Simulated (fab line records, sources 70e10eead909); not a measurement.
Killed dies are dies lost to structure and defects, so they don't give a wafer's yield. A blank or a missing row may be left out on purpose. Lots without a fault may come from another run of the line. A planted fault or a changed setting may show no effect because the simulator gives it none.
fab line records | flow nand_harc
record lots=7 wafers=21 last_day=33
route steps=1302 shown P_STI@77
lots that met no fault: from a run of the same line without faults
start_h: hours from the record's first day to the start of the lot's first wafer shown | wait_h: hours since the lot's step before | " the same as in the row above | L1.1+2: a row that stands for several wafers | - no value, or no start given | * or withheld: withheld | < > ~ a bound
route shown NAME@n: a module of which the file shows steps, and the number in the route of the first | usual: mean/standard deviation of fault-free wafers | same: alike in all rows | chamber/n: place in a boat | sites: the reading at each site | _std_site: their standard deviation | _edge_site: outer sites' mean less inner sites' | radius_mm: how far each site lies from the wafer's centre | mask NAME#n: copy n | behind: the tool/chamber that last shaped the wafer | hold: why the lot was held/for how many hours/how that ended | device: the transistor (n, p or np) that didn't switch | end of line: the same wafers' tests at the end of the route | a step without rows: its recipe alone | killed: dies lost to structure and defects at the first sort, not the wafer's yield | map: a wafer's dies, x killed, . not, _ none there
set.NAME: the setting as run; set.NAME@STEP: as run at that earlier step | model.NAME: the simulator's own value behind a step, which no gauge read
lots at some steps of the route; a table a step, a row a wafer
services: from which hour (start_h, from the record's first day; less than 0 if before it) a tool's chamber was out of use, for how many hours, and why
## steps
# step NHARC_P_STI_COAT_03
# recipe spin_rpm=2000 resist_thk_nm=600
# step NHARC_P_STI_SOFTBAKE_04
# recipe temp_c=125 time_s=70
# step NHARC_P_STI_EBR_05
# step NHARC_P_STI_EXPOSE_06
# recipe na=0.55 target_cd_nm=200 dose_mj=37.69 mask_id=P_STI
# step NHARC_P_STI_PEB_07
# recipe peb_temp_c=128 peb_time_s=80
# step NHARC_P_STI_DEVELOP_08
# recipe time_s=50 dev_temp_c=22
# step NHARC_P_STI_CD_MEAS_09
# recipe target_cd_nm=200 landing_energy_ev=500
# usual cd_nm=199.8/1.5
# columns lot.wafer tool chamber start_h wait_h cd_nm
L251.4 cd_sem-02 0 54.68 - 199.8
L251.5 " 0 " " 197.9
L251.6 " 0 " " 198.8
L260.1 cd_sem-01 0 142.74 - 197.4
L260.2 " 0 " " 199.8
L260.6 " 0 " " 197.1
L261.2 cd_sem-02 0 152.58 - 196.8
L261.3 " 0 " " 197.8
L261.4 " 0 " " 197.5
L262.2 cd_sem-01 0 162.04 - 198.8
L262.3 " 0 " " 198.5
L262.6 " 0 " " 199.2
L264.3 cd_sem-03 0 185.75 - 199.3
L264.5 " 0 " " 198.8
L264.6 " 0 " " 199.3
L269.2 cd_sem-01 0 235.71 - 200.3
L269.3 " 0 " " 199.9
L269.4 " 0 " " 200.5
L271.3 cd_sem-02 0 252.82 - 200.2
L271.5 " 0 " " 199.2
L271.6 " 0 " " 198.6
# step NHARC_P_STI_OVL_MEAS_10
# usual overlay_x_nm=1/3.8 overlay_y_nm=1/7.9
# columns lot.wafer tool chamber start_h wait_h overlay_x_nm overlay_y_nm
L251.4 overlay-01 - 54.76 - -5 -3
L251.5 " - " " -5 -3
L251.6 " - " " -4 -3
L260.1 overlay-01 - 142.83 - -3 18
L260.2 " - " " -3 18
L260.6 " - " " -3 18
L261.2 overlay-02 - 152.67 - 4 -1
L261.3 " - " " 4 -2
L261.4 " - " " 4 -2
L262.2 overlay-01 - 162.12 - 5 8
L262.3 " - " " 5 8
L262.6 " - " " 5 8
L264.3 overlay-02 - 185.84 - -6 6
L264.5 " - " " -5 6
L264.6 " - " " -6 6
L269.2 overlay-02 - 235.80 - 3 7
L269.3 " - " " 3 8
L269.4 " - " " 3 7
L271.3 overlay-01 - 252.91 - 5 -2
L271.5 " - " " 5 -2
L271.6 " - " " 5 -2
# step NHARC_P_STI_INSPECT_11
# usual raw_defect_count=6.1/2.9
# columns lot.wafer tool chamber start_h wait_h raw_defect_count
L251.4 defect_inspect-01 - 54.80 0.0 6
L251.5 " - " " 5
L251.6 " - " " 4
L260.1 defect_inspect-02 - 142.86 0.0 5
L260.2 " - " " 7
L260.6 " - " " 5
L261.2 defect_inspect-02 - 152.71 0.0 4
L261.3 " - " " 3
L261.4 " - " " 1
L262.2 defect_inspect-01 - 162.16 0.0 6
L262.3 " - " " 5
L262.6 " - " " 8
L264.3 defect_inspect-02 - 185.87 0.0 8
L264.5 " - " " 5
L264.6 " - " " 3
L269.2 defect_inspect-02 - 235.85 0.1 6
L269.3 " - " " 2
L269.4 " - " " 8
L271.3 defect_inspect-02 - 252.94 0.0 12
L271.5 " - " " 8
L271.6 " - " " 15
# step NHARC_P_STI_HARDBAKE_13
# recipe temp_c=118 time_s=65
# step NHARC_P_STI_DESCUM_14
# recipe time_s=3 o2_flow_sccm=200 ar_flow_sccm=0 bias_power_w=0 chemistry=O2
# usual drypump_motor_current_A=5.8/0.4 mfc_ar_sccm=0.006/0.009 oes_product_au=0.998/0.0086 rf_vpp_V=57.6/0.8 showerhead_plenum_p_Torr=1.89/0.064 throttle_valve_pct=11.311/0.0089
# columns lot.wafer tool chamber start_h wait_h drypump_motor_current_A mfc_ar_sccm oes_product_au rf_hours_counter_h rf_vpp_V showerhead_plenum_p_Torr throttle_valve_pct
L251.4 rie_diel-09 1 54.95 - 5.8 0 0.997 4 58.8 1.86 11.326
L251.6 " 3 " " 6.5 0.001 0.988 - 56.7 1.79 11.312
L251.5 " 0 " " 6.4 0 1.000 - 58.3 1.98 11.317
L260.2 rie_diel-08 1 143.01 - 5.7 0 1.007 6 57.8 1.79 11.317
L260.1 " 2 " " 6.0 0.016 0.990 7 57.8 1.92 11.309
L260.6 " 3 " " 5.6 0 1.002 - 56.1 1.88 11.315
L261.3 rie_diel-08 1 152.84 - 5.7 0 0.995 7 58.2 1.79 11.315
L261.2 " 2 " " 6.0 0.016 0.978 9 57.3 1.92 11.303
L261.4 " 2 " " 5.9 0.016 0.991 - 57.3 1.92 11.309
L262.3 rie_diel-09 1 162.33 - 5.8 0 1.000 1 59.1 1.86 11.313
L262.2 " 2 " " 5.2 0.023 1.010 1 59.0 1.85 11.320
L262.6 " 2 " " 5.2 0.023 0.997 - 58.5 1.85 11.310
L264.3 rie_diel-08 3 186.02 - 5.6 0 1.005 10 57.6 1.88 11.299
L264.5 " 2 " " 6.0 0.016 0.992 - 57.2 1.92 11.310
L264.6 " 3 " " 5.6 0 1.011 - 57.1 1.88 11.327
L269.4 rie_diel-11 2 235.98 - 5.8 0 0.995 13 57.9 1.87 11.296
L269.2 " 3 " " 5.9 0.017 1.016 13 58.8 1.98 11.301
L269.3 " 1 " " 5.5 0 1.012 14 57.8 1.92 11.322
L271.3 rie_diel-08 3 253.08 - 5.6 0 1.005 4 57.6 1.87 11.298
L271.5 " 2 " " 6.0 0.016 0.997 - 59.6 1.92 11.318
L271.6 " 3 " " 5.6 0 1.006 - 58.1 1.87 11.302
# step NHARC_P_STI_ETCH_42
# recipe target_depth_a=800 overetch_a=240 time_s=61 ion_energy_ev=200 n2_flow_sccm=150 h2_flow_sccm=150 ar_flow_sccm=0 rf_w=400 bias_w=150 chemistry=N2/H2
# usual bias_w=150.0/0.48 chamber_pressure_mTorr=30.001/0.029 drypump_motor_current_A=5.8/0.42 mfc_ar_sccm=0.006/0.009 oes_product_au=0.999/0.0083 rf_vpp_V=429.9/2.2 showerhead_plenum_p_Torr=2.02/0.069 throttle_valve_pct=14.171/0.0093
# columns lot.wafer tool chamber start_h wait_h bias_w chamber_pressure_mTorr drypump_motor_current_A mfc_ar_sccm oes_product_au rf_hours_counter_h rf_vpp_V showerhead_plenum_p_Torr throttle_valve_pct
L251.4 rie_diel-09 2 55.03 0.1 149.9 30.003 5.2 0.023 1.004 4 427.6 1.97 14.175
L251.6 " 3 " " 150.4 30.020 6.5 0.001 0.997 - 426.8 1.91 14.160
L251.5 " 0 " " 149.7 30.021 6.4 0 1.008 - 432.9 2.12 14.176
L260.1 rie_diel-08 2 143.11 0.1 149.6 30.091 6.0 0.016 0.984 7 431.0 2.05 14.155
L260.2 " 3 " " 150.1 30.011 5.6 0 0.991 6 429.8 2.00 14.164
L260.6 " 1 " " 150.5 29.926 5.7 0 0.985 - 426.0 1.90 14.186
L261.3 rie_diel-08 2 152.94 0.1 150.7 29.974 6.0 0.016 0.994 9 430.8 2.05 14.161
L261.2 " 1 " " 149.7 29.993 5.7 0 1.015 7 425.8 1.90 14.175
L261.4 " 3 " " 150.2 29.995 5.6 0 1.006 - 430.2 2.00 14.176
L262.2 rie_diel-09 3 162.42 0.1 149.9 29.981 6.5 0.001 0.986 1 427.4 1.91 14.176
L262.3 " 1 " " 150.1 30.004 5.8 0 0.991 1 430.6 1.98 14.183
L262.6 " 3 " " 149.6 29.998 6.5 0.001 0.988 - 425.2 1.91 14.163
L264.3 rie_diel-08 2 186.12 0.1 149.5 30.054 6.0 0.016 0.983 11 429.1 2.05 14.174
L264.6 " 1 " " 149.7 29.973 5.7 0 0.999 - 427.6 1.90 14.188
L264.5 " 2 " " 150.4 30.034 6.0 0.016 0.988 - 431.3 2.04 14.175
L269.2 rie_diel-11 0 236.08 0.1 149.8 29.932 6.4 0.024 1.013 13 430.6 2.06 14.159
L269.4 " 1 " " 149.9 29.976 5.5 0 1.002 14 430.4 2.04 14.175
L269.3 " 2 " " 150.1 30.003 5.8 0 1.002 13 429.1 1.99 14.159
L271.3 rie_diel-08 3 253.16 0.1 148.8 30.021 5.6 0 1.002 4 430.2 2.00 14.155
L271.6 " 3 " " 149.3 29.955 5.6 0 0.996 - 428.8 2.00 14.171
L271.5 " 0 " " 150.3 29.993 5.1 0 1.003 - 431.2 2.08 14.172
# step NHARC_P_STI_ETCH_31
# recipe target_depth_a=1089 time_s=54.5 cf4_flow_sccm=100 chf3_flow_sccm=30 ar_flow_sccm=0 rf_w=500 bias_w=200 chemistry=CF4/CHF3
# usual bias_w=199.9/0.54 cf4_flow_sccm=100.0/0.33 drypump_motor_current_A=5.8/0.42 mfc_ar_sccm=0.007/0.0095 oes_product_au=0.961/0.016 rf_vpp_V=370.2/1.8 showerhead_plenum_p_Torr=1.56/0.049 throttle_valve_pct=16.802/0.0086
# columns lot.wafer tool chamber start_h wait_h bias_w cf4_flow_sccm drypump_motor_current_A mfc_ar_sccm oes_product_au rf_hours_counter_h rf_vpp_V showerhead_plenum_p_Torr throttle_valve_pct
L251.4 rie_diel-09 0 55.11 - 199.5 99.2 6.4 0 0.962 4 372.7 1.63 16.807
L251.6 " 3 " " 200.8 100.2 6.4 0.001 0.966 - 367.2 1.48 16.788
L251.5 " 0 " " 199.6 100.1 6.4 0 0.970 - 372.1 1.63 16.804
L260.2 rie_diel-08 3 143.19 - - - - - - - - - -
L260.1 " 1 " " - - - - - - - - -
L260.6 " 2 " " - - - - - - - - -
L261.2 rie_diel-08 1 153.04 - - - - - - - - - -
L261.3 " 3 " " - - - - - - - - -
L261.4 " 1 " " - - - - - - - - -
L262.2 rie_diel-09 3 162.51 - - - - - - - - - -
L262.3 " 0 " " - - - - - - - - -
L262.6 " 2 " " - - - - - - - - -
L264.3 rie_diel-08 2 186.20 - 200.5 99.6 6.0 0.016 0.962 11 369.8 1.58 16.816
L264.5 " 3 " " 199.6 100.2 5.6 0 0.956 - 369.3 1.54 16.809
L264.6 " 1 " " 199.4 99.4 5.7 0 0.956 - 367.7 1.47 16.803
L269.3 rie_diel-11 2 236.15 - 200.5 99.5 5.8 0 0.923 13 369.3 1.54 16.796
L269.2 " 3 " " 200.0 100.1 5.9 0.017 0.942 13 372.9 1.63 16.792
L269.4 " 1 " " 199.9 99.8 5.5 0 0.933 14 371.2 1.58 16.800
L271.3 rie_diel-08 2 253.26 - 199.5 100.3 6.0 0.016 0.953 4 368.2 1.58 16.794
L271.6 " 3 " " 198.8 99.7 5.6 0 0.958 - 368.7 1.54 16.803
L271.5 " 0 " " 199.4 100.1 5.0 0 0.956 - 371.2 1.60 16.795
# step NHARC_P_STI_ETCH_15
# recipe target_depth_a=3000 taper_deg=4 time_s=100.1 hbr_flow_sccm=150 cl2_flow_sccm=50 rf_w=400 icp_w=400 bias_w=100 chemistry=HBr/Cl2
# usual bias_w=100.0/0.3 chamber_pressure_mTorr=15.000/0.014 drypump_motor_current_A=5.7/0.35 oes_product_au=1.001/0.0091 throttle_valve_pct=26.407/0.0088
# columns lot.wafer tool chamber start_h wait_h bias_w chamber_pressure_mTorr drypump_motor_current_A oes_product_au rf_hours_counter_h throttle_valve_pct
L251.4 rie_si-06 3 55.25 - 99.9 14.972 6.3 1.001 0.9 26.405
L251.6 " 0 " " 99.9 15.004 5.8 0.993 - 26.418
L251.5 " 1 " " 99.5 14.986 5.4 0.997 - 26.412
L260.1 rie_si-01 2 143.31 - 99.6 15.013 5.3 0.996 0.8 26.398
L260.2 " 0 " " 100.2 15.012 5.7 1.000 0.9 26.404
L260.6 " 3 " " 99.4 15.004 5.5 1.007 - 26.426
L261.3 rie_si-05 0 153.15 - 99.3 15.024 6.1 1.009 0.1 26.419
L261.2 " 2 " " 100.3 14.991 5.1 0.989 0.1 26.411
L261.4 " 2 " " 100.3 15.009 5.1 0.994 - 26.402
L262.3 rie_si-06 1 162.64 - 100.5 14.989 5.4 0.996 0.5 26.408
L262.2 " 2 " " 100.0 15.010 5.3 1.003 0.4 26.413
L262.6 " 3 " " 99.7 14.990 6.3 1.002 - 26.411
L264.3 rie_si-05 2 186.32 - 100.1 15.015 5.1 0.984 0.4 26.407
L264.6 " 2 " " 100.1 15.021 5.1 0.989 - 26.398
L264.5 " 3 " " 99.9 15.019 5.8 0.986 - 26.409
L269.4 rie_si-06 2 236.27 - 100.1 14.979 5.3 0.988 1.0 26.407
L269.3 " 3 " " 100.1 15.015 6.3 0.988 1.0 26.408
L269.2 " 0 " " 100.3 15.012 5.9 0.995 1.0 26.400
L271.3 rie_si-05 0 253.37 - 99.7 14.990 6.1 0.999 0.9 26.410
L271.5 " 3 " " 99.6 14.999 5.8 0.998 - 26.389
L271.6 " 0 " " 99.6 15.003 6.1 0.994 - 26.411
## services
# columns tool chamber start_h hours kind
rie_diel-08 1 36.13 18.0 repair
rie_diel-09 - 47.12 6.4 repair
rie_si-05 0 71.46 4.6 repair
rie_si-06 - 72.00 9.0 pm
rie_si-05 3 76.34 9.1 repair
rie_diel-08 3 78.03 8.1 repair
rie_diel-11 - 78.50 9.0 pm
rie_diel-09 3 89.55 2.9 repair
rie_si-05 0 101.10 8.7 repair
rie_diel-09 2 127.64 3.1 repair
rie_si-05 - 128.01 9.0 pm
rie_diel-08 1 128.85 6.0 repair
rie_diel-09 2 137.26 3.3 repair
rie_diel-08 0 141.73 14.4 repair
rie_diel-09 - 143.10 9.0 pm
rie_diel-11 - 150.76 1.1 repair
rie_si-05 3 151.03 9.7 repair
rie_diel-11 2 164.83 2.9 repair
rie_diel-09 - 165.66 52.8 repair
rie_diel-08 0 183.57 11.3 repair
rie_diel-08 - 190.80 9.0 pm
rie_diel-11 2 206.41 6.2 repair
rie_diel-09 3 233.93 11.8 repair
rie_diel-09 0 236.61 15.8 repair
## key
first_sign step=NHARC_P_STI_ETCH_31 reading=tool_record direction=missing
effect none on later readings
met_at NHARC_P_STI_ETCH_31
struck_wafers L260.1,L260.2,L260.6,L261.2,L261.3,L261.4,L262.2,L262.3,L262.6
later_rows_left_out L260.1,L260.2,L260.6,L261.2,L261.3,L261.4,L262.2,L262.3,L262.6
sort_left_out L260.1,L260.2,L260.6,L261.2,L261.3,L261.4,L262.2,L262.3,L262.6
tester_left_out L260,L261,L262
onset_between 55.11 143.19
fault kind=skipped_step_whole tool=rie_diel-08,rie_diel-09 chamber=- onset_h=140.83 steps=NHARC_P_STI_ETCH_31 scope=struck_lots_only
# tester_left_out: of these lots the tester's yield and bins aren't shown, on N5 and GAA mostly nor the transistor test; their killed dies are dies lost to structure and defects alone, not to doping, threshold or leakage, so they don't give the yield
# sort_left_out: the simulated sort isn't trusted on such a fault, so these wafers' sort isn't shown, and their yield isn't known
# later_rows_left_out: the simulator's readings of these wafers behind a module that went badly wrong aren't trusted and aren't shown, but for the sort
